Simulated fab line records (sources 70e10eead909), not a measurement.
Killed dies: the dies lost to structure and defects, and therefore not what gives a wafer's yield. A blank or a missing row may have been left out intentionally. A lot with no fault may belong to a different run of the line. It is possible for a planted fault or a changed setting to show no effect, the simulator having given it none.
Struck lot and sound lot, side by side    flow nandHarc    32 out of 1159 route steps
Sound: wafers L506.2, L506.3, L506.4. The struck wafers were L507.1, L507.5, L507.6. Last of all comes the cause.
Order at every step that has rows: each side's tool, ch and its chambers, its first start. Under that, the readings that differ: sound wafers    struck wafers    difference of the means    sigmas: that difference in standard deviations of wafers without a fault.
alike: readings with means less than 2 such deviations apart, plus words and numbers identical on both sides. not compared: withheld readings, readings lacking a value on some wafer, bounds such as >300 that could conceal the same value, and numbers that have no deviation in the record and whose values overlap.
Wherever a step has rows on one side only, a row that says differs or no value, or a row with sigmas, the two part there. When numbers do not overlap yet have no deviation, they are printed without sigmas and do not part them. A reading missing from all wafers of one side parts the sides only when that side holds two or more wafers.

first, 5 steps without rows for these wafers: NHARC_A_ONON_D1_DEP_19 (target thk 1000 nm); NHARC_A_ONON_D1_DEP_22 (target thk 1000 nm); NHARC_A_ONON_D1_DEP_25 (target thk 1000 nm); NHARC_A_ONON_D1_DEP_28 (target thk 1000 nm); NHARC_A_ONON_D1_DEP_33 (deposits SiO2, target thk 200 nm).
NHARC_A_CHANNEL_HOLE_D1_DEP_00: deposits aC, target thk 3100 nm.
  sound on aclDep-02 ch 0, day 10 19:56; struck on aclDep-01 ch 0, day 10 21:25
  alike: throttleValvePct
then, 25 steps without rows for these wafers: NHARC_A_CHANNEL_HOLE_D1_DEP_01 (deposits SiON, target thk 140 nm); NHARC_A_CHANNEL_HOLE_D1_DEHYDRATE_02 (time 120 s); NHARC_A_CHANNEL_HOLE_D1_HMDS_03 (time 30 s); NHARC_A_CHANNEL_HOLE_D1_COAT_36 (time 75 s); NHARC_A_CHANNEL_HOLE_D1_COAT_37 (time 65 s); NHARC_A_CHANNEL_HOLE_D1_COAT_04 (resist thk 90 nm); NHARC_A_CHANNEL_HOLE_D1_SOFTBAKE_05 (time 55 s); NHARC_A_CHANNEL_HOLE_D1_EBR_06; NHARC_A_CHANNEL_HOLE_D1_EXPOSE_07 (exposes mask HOLE D1, target cd 100 nm); NHARC_A_CHANNEL_HOLE_D1_PEB_08 (peb time 65 s); NHARC_A_CHANNEL_HOLE_D1_DEVELOP_09 (develop time 35 s); NHARC_A_CHANNEL_HOLE_D1_DESCUM_15 (chemistry O2, time 3 s); NHARC_A_CHANNEL_HOLE_D1_ETCH_38 (etches the open film in CF4, target depth 39 nm, time 65 s); NHARC_A_CHANNEL_HOLE_D1_ETCH_39 (etches the open film in N2/H2, target depth 260 nm, time 325 s); NHARC_A_CHANNEL_HOLE_D1_ETCH_34 (etches the open film in CF4/CHF3, target depth 154 nm, time 77 s); NHARC_A_CHANNEL_HOLE_D1_ETCH_16 (etches the open film in O2/COS, target depth 3100 nm, time 806 s); NHARC_A_CHANNEL_HOLE_D1_ETCH_19 (etches the open film in C4F8/O2/Ar, time 34.5 s); NHARC_A_CHANNEL_HOLE_D1_ETCH_20 (etches the open film in C4F8/O2/Ar, time 361.9 s, target depth 1600 nm); NHARC_A_CHANNEL_HOLE_D1_ETCH_21 (etches the open film in C4F8/O2/Ar, time 514.3 s, target depth 1600 nm); NHARC_A_CHANNEL_HOLE_D1_ETCH_22 (etches the open film in C4F8/O2/Ar, time 666.7 s, target depth 1600 nm); NHARC_A_CHANNEL_HOLE_D1_ETCH_23 (etches the open film in C4F8/O2/Ar, time 819 s, target depth 1600 nm); NHARC_A_CHANNEL_HOLE_D1_ETCH_24 (etches the open film in C4F8/O2/Ar, time 906.2 s, target depth 1500 nm); NHARC_A_CHANNEL_HOLE_D1_ETCH_25 (etches the open film in C4F8/O2/Ar, time 1040.2 s, target depth 1500 nm); NHARC_A_CHANNEL_HOLE_D1_ETCH_26 (etches the open film in C4F8/O2/Ar, time 224.1 s, target depth 300 nm); NHARC_A_CHANNEL_HOLE_D1_ETCH_33 (etches the open film in C4F8/O2/Ar, time 90 s, target depth 400 nm).
-- break in the record here, with 11 days between the starts of the struck wafers on either side (left off in module A_CHANNEL_HOLE_D1, picked up again in module END, where the first step shown is number 1159 on the route) --
NHARC_END_SORT_01:
  sound on prober-02 ch 0, day 22 03:16; struck on prober-01 ch 0, day 21 21:56
reading        sound     struck       difference  sigmas
killedAtArray  47 32 40  677 674 674  +635        +58
killedDies     50 35 41  677 677 677  +635        +53
  alike: killedAtOther, killedAtPeriphery, killedOpen, killedShort

WHERE THEY PART
At NHARC_END_SORT_01 and nowhere else, as far as this record goes.

WHY: whatever the simulator had introduced
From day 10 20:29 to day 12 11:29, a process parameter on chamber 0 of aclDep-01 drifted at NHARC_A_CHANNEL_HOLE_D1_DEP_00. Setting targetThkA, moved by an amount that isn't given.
